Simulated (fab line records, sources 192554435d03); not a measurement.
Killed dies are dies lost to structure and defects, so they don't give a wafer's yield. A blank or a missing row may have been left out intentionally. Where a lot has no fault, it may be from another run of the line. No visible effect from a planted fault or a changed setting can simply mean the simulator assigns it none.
fab line records	flow n5_finfet
[record] lots = 7	wafers = 19	last_day = 19
route steps=1938 shown BEOL_M0_SAQP@682 BEOL_M4@1111 PASSIVATION@1936
lots that met no fault: taken from a fault-free run of the same line
start_h: the number of hours between the record's first day and the start of the first shown wafer of the lot	wait_h: hours elapsed since this lot's preceding step	" same as the row above	L1.1+2: one row covering several wafers at once	- no value, or no start was given	* or withheld: withheld	< > ~ a bound
route shown NAME@n: names a module that has steps shown in the file, with the first one's number in the route	usual: average and standard deviation across the fault-free wafers	same: alike in all rows	chamber/n: place in a boat	sites: per-site readings	_std_site: standard deviation of those values	_edge_site: outer sites' mean less inner sites'	radius_mm: how far each site lies from the wafer's centre	mask NAME#n: copy n	behind: the last tool/chamber to shape the wafer	hold: cause of the lot's hold/its duration in hours/its outcome	device: the n, p or np transistor that did not switch	end of line: tests run on the same wafers once the route is complete	step lacking rows: just its recipe	killed: at the first sort, the dies lost to defects and structure; wafer yield is something else	map: per-die view of a wafer (x killed, . not killed, _ where there is no die)
set.NAME: the setting as run; set.NAME@STEP: as run at that earlier step	model.NAME: the simulator's own value behind a step, which no gauge read
lots at some steps of the route; a table a step, a row a wafer
services: a tool's chamber out of use, with start hour (start_h, from the record's first day; less than 0 if before it), hours out, and reason
[[steps]]
[step N5_BEOL_M0_SAQP_COAT_87]
[recipe] resist = underlayer	temp_c = 205	time_s = 60	spin_rpm = 1500	resist_thk_nm = 5
[step N5_BEOL_M0_SAQP_COAT_34]
[recipe] resist = CAR-EUV	spin_rpm = 1500	resist_thk_nm = 30
[step N5_BEOL_M0_SAQP_EBR_36]
[recipe] solvent = PGMEA	ebr_width_mm = 1.5
[step N5_BEOL_M0_SAQP_SOFTBAKE_35]
[recipe] temp_c = 110	time_s = 60	resist = CAR-EUV
[step N5_BEOL_M0_SAQP_EXPOSE_37]
[recipe] mask_id = M0_CUT1	na = 0.33	source_shape = annular	sigma_inner = 0.35	sigma_outer = 0.8	polarization = unpolarized	target_cd_nm = 30	dose_mj = 44.75
[step N5_BEOL_M0_SAQP_PEB_38]
[recipe] peb_temp_c = 100	peb_time_s = 60	resist = CAR-EUV
[step N5_BEOL_M0_SAQP_DEVELOP_39]
[recipe] develop_time_s = 30	developer = TMAH	resist = CAR-EUV	rinse_liquid = surfactant_rinse	dry = air_spin	dev_temp_c = 23
[step N5_BEOL_M0_SAQP_CD_MEAS_40]
[recipe] target_cd_nm = 30	landing_energy_ev = 500	detector = se_inlens
[usual] cd_nm = 29.95/0.23
lot.wafer	tool	chamber	start_h	wait_h	cd_nm
L152.3	cd_sem-01	0	128.64	-	30.14
L152.4	"	0	"	"	30.16
L152.6	"	0	"	"	30.21
L155.1	cd_sem-02	0	148.59	-	30.06
L155.3	"	0	"	"	29.33
L155.4	"	0	"	"	30.05
L161.3	cd_sem-03	0	183.43	-	29.92
L161.5	"	0	"	"	30.16
L161.6	"	0	"	"	29.67
L165.2	cd_sem-02	0	208.94	-	30.22
L165.3	"	0	"	"	30.12
L168.4	cd_sem-01	0	224.63	-	29.67
L168.6	"	0	"	"	29.82
L169.4	cd_sem-02	0	231.31	-	29.74
L169.5	"	0	"	"	29.80
L169.6	"	0	"	"	30.08
L171.2	cd_sem-03	0	248.29	-	30.05
L171.3	"	0	"	"	30.12
L171.4	"	0	"	"	30.03
[step N5_BEOL_M0_SAQP_OVL_MEAS_41]
[recipe] points_per_wafer = 522
[usual] M0_CUT1_OVL = -0.5/0.62
lot.wafer	tool	chamber	start_h	wait_h	M0_CUT1_OVL[nm]
L152.3	overlay-02	0	128.68	0.0	-0.3
L152.4	"	0	"	"	-0.8
L152.6	"	0	"	"	-0.4
L155.1	overlay-01	0	148.62	0.0	-0.9
L155.3	"	0	"	"	0.6
L155.4	"	0	"	"	0.4
L161.3	overlay-02	0	183.47	0.0	-0.4
L161.5	"	0	"	"	-0.6
L161.6	"	0	"	"	-1.6
L165.2	overlay-02	0	208.98	0.0	-0.9
L165.3	"	0	"	"	-0.9
L168.4	overlay-02	0	224.67	0.0	-0.3
L168.6	"	0	"	"	-1.2
L169.4	overlay-02	0	231.35	0.0	-0.6
L169.5	"	0	"	"	-1.1
L169.6	"	0	"	"	-0.7
L171.2	overlay-02	0	248.32	0.0	0.0
L171.3	"	0	"	"	-0.7
L171.4	"	0	"	"	-0.6
[step N5_BEOL_M0_SAQP_INSPECT_42]
[recipe] mode = adi	inspect_instrument = brightfield
[usual] raw_defect_count = 306/90
lot.wafer	tool	chamber	start_h	wait_h	raw_defect_count
L152.3	defect_inspect-01	-	128.72	0.0	315
L152.4	"	-	"	"	224
L152.6	"	-	"	"	210
L155.1	defect_inspect-01	-	148.68	0.1	234
L155.3	"	-	"	"	263
L155.4	"	-	"	"	233
L161.3	defect_inspect-02	-	183.51	0.0	364
L161.5	"	-	"	"	187
L161.6	"	-	"	"	253
L165.2	defect_inspect-02	-	209.03	0.0	415
L165.3	"	-	"	"	392
L168.4	defect_inspect-02	-	224.72	0.0	251
L168.6	"	-	"	"	209
L169.4	defect_inspect-02	-	231.39	0.0	221
L169.5	"	-	"	"	331
L169.6	"	-	"	"	268
L171.2	defect_inspect-01	-	248.38	0.0	290
L171.3	"	-	"	"	375
L171.4	"	-	"	"	338
[step N5_BEOL_M0_SAQP_DESCUM_45]
[recipe] chemistry = O2	time_s = 7	source_power_w = 50	bias_power_w = 20	pressure_mtorr = 20	rf_frequency_hz = 2.712e+07	temp_c = 40	resist = CAR-EUV	o2_flow_sccm = 225
[usual] drypump_motor_current_A = 5.6/0.4	oes_product_au = 0.78/0.079	rf_vpp_V = 243.2/1.2	showerhead_plenum_p_Torr = 2.09/0.057	throttle_valve_pct = 20.41/0.21
lot.wafer	tool	chamber	start_h	wait_h	drypump_motor_current_A	oes_product_au	rf_hours_counter_h	rf_vpp_V	showerhead_plenum_p_Torr	throttle_valve_pct
L152.3	rie_diel-05	0	128.76	0.0	5.2	0.87	67	242.2	2.04	20.05
L152.4	"	1	"	"	5.6	0.71	197	244.2	2.16	20.28
L152.6	"	0	"	"	5.2	0.87	-	241.9	2.04	20.05
L155.1	rie_diel-02	2	148.71	0.0	6.0	0.76	146	243.5	2.10	20.41
L155.3	"	1	"	"	5.6	0.87	35	242.7	2.03	20.35
L155.4	"	2	"	"	6.0	0.77	-	243.5	2.10	20.42
L161.3	rie_diel-05	3	183.55	0.0	5.1	0.67	242	242.1	2.06	20.66
L161.5	"	3	"	"	5.1	0.67	-	243.5	2.06	20.69
L161.6	"	2	"	"	6.2	0.85	-	242.2	2.13	20.17
L165.2	rie_diel-02	2	209.06	0.0	6.0	0.74	165	243.6	2.10	20.44
L165.3	"	2	"	"	6.1	0.75	-	242.7	2.10	20.44
L168.4	rie_diel-02	2	224.77	0.0	6.0	0.74	-	243.7	2.10	20.45
L168.6	"	3	"	"	5.6	0.93	-	243.2	2.04	20.11
L169.4	rie_diel-02	2	231.44	0.0	6.0	0.73	-	243.0	2.10	20.47
L169.5	"	3	"	"	5.6	0.92	-	242.3	2.04	20.11
L169.6	"	1	"	"	5.6	0.84	-	242.0	2.03	20.39
L171.2	rie_diel-05	2	248.41	0.0	6.2	0.82	76	243.1	2.13	20.18
L171.3	"	0	"	"	5.3	0.83	98	241.8	2.03	20.10
L171.4	"	3	"	"	5.1	0.96	2	242.1	2.06	20.40
[step N5_BEOL_M0_SAQP_ETCH_88]
[recipe] chemistry = N2/H2	target = underlayer	target_depth_a = 65	time_s = 5.2	ion_energy_ev = 200	mask_material = CAR-EUV	pressure_mtorr = 30	source_w = 840	bias_w = 150	n2_flow_sccm = 200	h2_flow_sccm = 200	ends = cleared
[usual] drypump_motor_current_A = 5.6/0.4	etch_rf_on_time_s = 5.19/0.16	oes_product_au = 0.67/0.064	rf_vpp_V = 523.9/2.2	showerhead_plenum_p_Torr = 2.55/0.066	throttle_valve_pct = 17.86/0.24
lot.wafer	tool	chamber	start_h	wait_h	drypump_motor_current_A	etch_rf_on_time_s	oes_product_au	rf_hours_counter_h	rf_vpp_V	showerhead_plenum_p_Torr	throttle_valve_pct
L152.3	rie_diel-05	0	128.79	0.0	5.2	5.07	0.73	67	520.5	2.45	17.25
L152.4	"	1	"	"	5.6	4.92	0.63	197	527.2	2.63	17.79
L152.6	"	0	"	"	5.2	5.04	0.74	-	520.3	2.45	17.27
L155.1	rie_diel-02	2	148.74	0.0	6.0	4.98	0.66	146	523.3	2.55	17.78
L155.3	"	1	"	"	5.6	5.39	0.72	35	521.5	2.50	17.86
L155.4	"	2	"	"	6.0	5.01	0.67	-	524.3	2.55	17.78
L161.3	rie_diel-05	3	183.58	0.0	5.1	5.32	0.58	242	523.2	2.49	18.10
L161.5	"	3	"	"	5.1	5.33	0.58	-	523.6	2.49	18.11
L161.6	"	2	"	"	6.1	5.04	0.73	-	523.7	2.60	17.61
L165.2	rie_diel-02	2	209.12	0.0	6.0	4.97	0.65	165	521.6	2.54	17.83
L165.3	"	2	"	"	6.0	4.99	0.66	-	524.0	2.54	17.81
L168.4	rie_diel-02	2	224.79	0.0	6.0	5.03	0.65	-	523.6	2.54	17.85
L168.6	"	3	"	"	5.7	5.05	0.80	-	523.5	2.50	17.72
L169.4	rie_diel-02	2	231.47	0.0	6.0	5.14	0.65	-	523.3	2.54	17.81
L169.5	"	3	"	"	5.7	5.12	0.78	-	523.1	2.50	17.72
L169.6	"	1	"	"	5.6	5.51	0.68	-	520.5	2.49	17.90
L171.2	rie_diel-05	2	248.44	0.0	6.2	5.08	0.70	76	522.6	2.60	17.63
L171.3	"	0	"	"	5.2	5.12	0.71	98	521.2	2.44	17.33
L171.4	"	3	"	"	5.1	5.20	0.84	2	521.9	2.48	17.76
[step N5_BEOL_M0_SAQP_ETCH_73]
[recipe] chemistry = CF4	target = SiARC	target_depth_a = 195	mask_material = CAR-EUV	time_s = 32.5	ion_energy_ev = 80	pressure_mtorr = 40	source_w = 545	bias_w = 36	Ar_flow_sccm = 100	cf4_flow_sccm = 100	ends = cleared
[usual] drypump_motor_current_A = 5.6/0.4	etch_rf_on_time_s = 32.5/0.91	oes_product_au = 0.67/0.064	rf_vpp_V = 184.1/1	showerhead_plenum_p_Torr = 2.14/0.054	throttle_valve_pct = 15.62/0.25
lot.wafer	tool	chamber	start_h	wait_h	drypump_motor_current_A	etch_rf_on_time_s	oes_product_au	rf_hours_counter_h	rf_vpp_V	showerhead_plenum_p_Torr	throttle_valve_pct
L152.3	rie_diel-05	0	128.81	0.0	5.2	31.7	0.73	67	184.2	2.09	15.28
L152.4	"	1	"	"	5.7	31.2	0.63	197	185.5	2.21	15.58
L152.6	"	0	"	"	5.2	31.6	0.73	-	182.9	2.09	15.28
L155.1	rie_diel-02	2	148.76	0.0	6.0	31.6	0.66	146	184.8	2.13	15.57
L155.3	"	1	"	"	5.7	33.3	0.73	35	182.9	2.10	15.63
L155.4	"	2	"	"	6.0	31.7	0.67	-	183.1	2.13	15.57
L161.3	rie_diel-05	3	183.60	0.0	5.1	33.3	0.58	242	184.0	2.13	16.00
L161.5	"	3	"	"	5.1	33.4	0.58	-	185.3	2.13	15.99
L161.6	"	2	"	"	6.2	31.2	0.73	-	183.3	2.16	15.19
L165.2	rie_diel-02	2	209.14	0.0	6.0	18.7	0.91	165	183.3	2.13	15.61
L165.3	"	2	"	"	6.0	31.6	0.66	-	186.3	2.13	15.59
L168.4	rie_diel-02	2	224.82	0.0	6.0	31.6	0.65	-	182.0	2.13	15.60
L168.6	"	3	"	"	5.6	18.4	1.12	-	183.2	2.08	15.27
L169.4	rie_diel-02	2	231.49	0.0	6.0	31.7	0.65	-	183.5	2.13	15.62
L169.5	"	3	"	"	5.6	31.3	0.80	-	184.6	2.08	15.25
L169.6	"	1	"	"	5.6	19.9	0.96	-	183.5	2.09	15.68
L171.2	rie_diel-05	2	248.46	0.0	6.2	31.8	0.71	76	184.6	2.15	15.22
L171.3	"	0	"	"	5.2	31.9	0.70	98	183.9	2.08	15.34
L171.4	"	3	"	"	5.1	32.6	0.83	2	182.6	2.13	15.58
[step N5_BEOL_M0_SAQP_CUT_ETCH_46]
[recipe] chemistry = N2/H2	target = SOC	target_depth_a = 1350	overetch_a = 270	temp_c = 40	time_s = 202.5	ion_energy_ev = 200	mask_material = SiARC	pressure_mtorr = 30	source_w = 840	bias_w = 150	n2_flow_sccm = 200	h2_flow_sccm = 200
[usual] drypump_motor_current_A = 5.6/0.4	rf_vpp_V = 524.0/1.9	showerhead_plenum_p_Torr = 2.55/0.066	throttle_valve_pct = 17.81/0.24
lot.wafer	tool	chamber	start_h	wait_h	drypump_motor_current_A	rf_hours_counter_h	rf_vpp_V	showerhead_plenum_p_Torr	throttle_valve_pct
L152.3	rie_diel-05	0	128.84	0.0	5.3	68	522.6	2.45	17.21
L152.4	"	1	"	"	5.6	197	526.8	2.63	17.74
L152.6	"	0	"	"	5.2	-	522.5	2.45	17.20
L155.1	rie_diel-02	2	148.79	0.0	6.0	146	525.3	2.55	17.72
L155.3	"	1	"	"	5.6	35	521.3	2.50	17.84
L155.4	"	2	"	"	6.0	-	523.7	2.55	17.74
L161.3	rie_diel-05	3	183.63	0.0	5.1	242	522.0	2.49	18.07
L161.5	"	3	"	"	5.1	-	523.7	2.49	18.08
L161.6	"	2	"	"	6.2	-	524.7	2.60	17.57
L165.2	rie_diel-02	2	209.19	0.0	6.1	165	524.4	2.54	17.77
L165.3	"	2	"	"	6.1	-	523.5	2.54	17.74
L168.4	rie_diel-02	2	224.91	0.1	6.0	-	522.9	2.54	17.75
L168.6	"	3	"	"	5.6	-	523.5	2.50	17.68
L169.4	rie_diel-02	2	231.59	0.1	6.1	-	523.9	2.54	17.78
L169.5	"	3	"	"	5.6	-	522.6	2.50	17.70
L169.6	"	1	"	"	5.6	-	520.8	2.49	17.85
L171.2	rie_diel-05	2	248.49	0.0	6.2	76	525.2	2.60	17.62
L171.3	"	0	"	"	5.2	98	521.2	2.44	17.25
L171.4	"	3	"	"	5.1	2	523.4	2.48	17.72
[step N5_BEOL_M4_RC_MEAS_101]
[usual] DIBL_N = 36.5/1.9	DIBL_P = 36.4/2.2	IOFF_N = 0.17/0.034	IOFF_P = 0.21/0.036	ION_N = 678/12	ION_P = 462/7.1	SS_N = 71.7/0.61	SS_P = 73.4/0.71	VT_N = 249/3.5	VT_P = -251/3
lot.wafer	tool	chamber	start_h	wait_h	DIBL_N[mV/V]	DIBL_P[mV/V]	IOFF_N[nA/um]	IOFF_P[nA/um]	ION_N[uA/um]	ION_P[uA/um]	SS_N[mV/dec]	SS_P[mV/dec]	VT_N[mV]	VT_P[mV]
L152.3	prober-01	0	208.96	0.3	35.2	35.4	0.17	0.22	684	468	71.9	73.3	249	-249
L152.4	"	0	"	"	35.3	35.8	0.17	0.23	677	470	71.5	73.9	246	-249
L152.6	"	0	"	"	35.2	34.8	0.16	0.21	679	466	70.9	72.8	250	-249
L155.1	prober-01	0	213.55	0.0	36.6	34.7	0.15	0.18	666	451	71.1	72.6	249	-256
L155.3	"	0	"	"	37.3	36.4	0.16	0.19	679	453	71.2	74.4	251	-253
L155.4	"	0	"	"	36.8	35.5	0.15	0.19	662	450	71.4	73.6	252	-253
L161.3	prober-01	0	276.82	0.3	36.4	34.9	0.13	0.18	655	452	71.4	73.2	254	-254
L161.5	"	0	"	"	37.6	36.7	0.16	0.20	669	457	71.6	72.9	251	-254
L161.6	"	0	"	"	36.6	35.1	0.14	0.18	679	458	71.3	73.1	249	-255
L168.4	prober-01	0	298.43	0.5	39.2	41.2	0.25	0.26	698	466	73.2	74.2	243	-249
L168.6	"	0	"	"	37.7	39.8	0.20	0.23	685	468	73.0	73.7	248	-250
L165.2	prober-02	0	298.45	0.2	35.8	34.0	0.13	0.17	664	450	72.1	72.6	253	-253
L165.3	"	0	"	"	36.9	36.0	0.17	0.21	697	469	71.6	73.1	244	-248
L169.4	prober-01	0	319.05	0.5	39.7	40.1	0.23	0.30	694	468	72.2	74.4	246	-245
L169.5	"	0	"	"	36.0	35.4	0.16	0.21	690	459	71.7	73.3	250	-249
L169.6	"	0	"	"	39.2	39.5	0.22	0.29	694	471	73.3	74.6	245	-248
L171.2	prober-01	0	334.01	0.2	38.2	38.9	0.22	0.23	683	458	72.1	74.4	244	-248
L171.3	"	0	"	"	37.7	37.7	0.19	0.20	680	456	71.4	73.8	246	-250
L171.4	"	0	"	"	32.8	32.9	0.12	0.15	671	462	70.5	71.9	251	-255
[step N5_PASSIVATION_PROBE_49]
[usual] defect_limited_yield = 91.0/1.5	killed_at_M0_to_M3 = 35/11	killed_at_M4_up = 13/5	killed_at_contacts = 12/5.9	killed_at_front_end = 42/13	killed_at_other = 3/3.2	killed_dies = 106/18	killed_open = 69/13	killed_short = 35/8.9	sort_bin_5_function = 5.2/0.95	sort_bin_6_memory = 3.3/0.71	sort_n_pass = 1074/18	sort_yield_pct = 91.0/1.5
[same] gross_dies = 1180	killed_at_back_side = 0	sort_bin_4_leakage[%] = 0	sort_bin_8_speed[%] = 0
lot.wafer	tool	chamber	start_h	wait_h	defect_limited_yield[%]	killed_at_M0_to_M3	killed_at_M4_up	killed_at_contacts	killed_at_front_end	killed_at_other	killed_dies	killed_open	killed_short	sort_bin_5_function[%]	sort_bin_6_memory[%]	sort_n_pass	sort_yield_pct[%]
L152.3	prober-01	-	323.93	0.1	90.2	27	14	11	62	2	116	78	37	5.7	3.6	1064	90.2
L152.4	prober-01	-	323.98	0.2	90.9	33	3	22	48	1	107	76	30	4.6	4.0	1073	90.9
L152.6	prober-01	-	324.08	0.3	90.6	27	19	20	43	2	111	69	42	5.1	3.9	1069	90.6
// killed by level:class
L152.3 FIN_SAQP:geometric_particle:open=18 FIN_SAQP:geometric_particle:short=15 STI_FIN_REVEAL:geometric_particle:open=11 BEOL_M1:geometric_particle:open=11 MOL_CONTACT_COAG:geometric_particle:open=8 BEOL_M5:geometric_particle:open=6 BEOL_M0_SAQP:geometric_particle:open=5 BEOL_M4:geometric_particle:open=4
L152.4 MOL_CONTACT_COAG:geometric_particle:open=21 STI_FIN_REVEAL:geometric_particle:open=12 FIN_SAQP:geometric_particle:open=11 BEOL_M3:geometric_particle:open=10 FIN_SAQP:geometric_particle:short=8 BEOL_M2:geometric_particle:open=5 BEOL_M0:geometric_particle:open=4 BEOL_M0_SAQP:geometric_particle:short=4
L152.6 FIN_SAQP:geometric_particle:open=14 MOL_CONTACT_COAG:geometric_particle:open=14 FIN_SAQP:geometric_particle:short=10 BEOL_M3:geometric_particle:open=8 MOL_CONTACT_COAG:geometric_particle:short=6 BEOL_M1:geometric_particle:open=6 BEOL_M2:geometric_particle:open=5 BEOL_M4:geometric_particle:open=4
[[services]]
tool	chamber	start_h	hours	kind
rie_diel-02	0	110.40	10.7	repair
rie_diel-02	-	134.86	0.7	repair
rie_diel-02	3	147.66	-	clean
rie_diel-02	3	147.66	-	consumable_replace:focus_ring
rie_diel-02	3	147.66	33.6	scheduled_down
rie_diel-02	3	147.66	33.6	vent_cycle
rie_diel-02	3	205.74	6.4	repair
rie_diel-02	0	207.35	34.2	repair
rie_diel-05	3	225.33	-	clean
rie_diel-05	3	225.33	-	consumable_replace:focus_ring
rie_diel-05	3	225.33	13.3	scheduled_down
rie_diel-05	3	225.33	13.3	vent_cycle
[[key]]
[first_sign] step = N5_BEOL_M0_SAQP_ETCH_73	reading = etch_rf_on_time_s	direction = down	sigmas = 15	usual = *	struck = *
[effect] step = N5_BEOL_M0_SAQP_ETCH_73	reading = oes_product_au	direction = up	sigmas = 5.2	usual = 0.67	struck = 1.00
met_at N5_BEOL_M0_SAQP_ETCH_73
struck_wafers L165.2,L168.6,L169.6
onset_between 148.76 209.14
[fault] kind = process_parameter_drift	tool = rie_diel-02	chamber = -	onset_h = 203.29	steps = N5_BEOL_M0_SAQP_ETCH_73	channel = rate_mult	offset = 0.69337	shape = step	end_h = 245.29	scope = struck_wafers_only
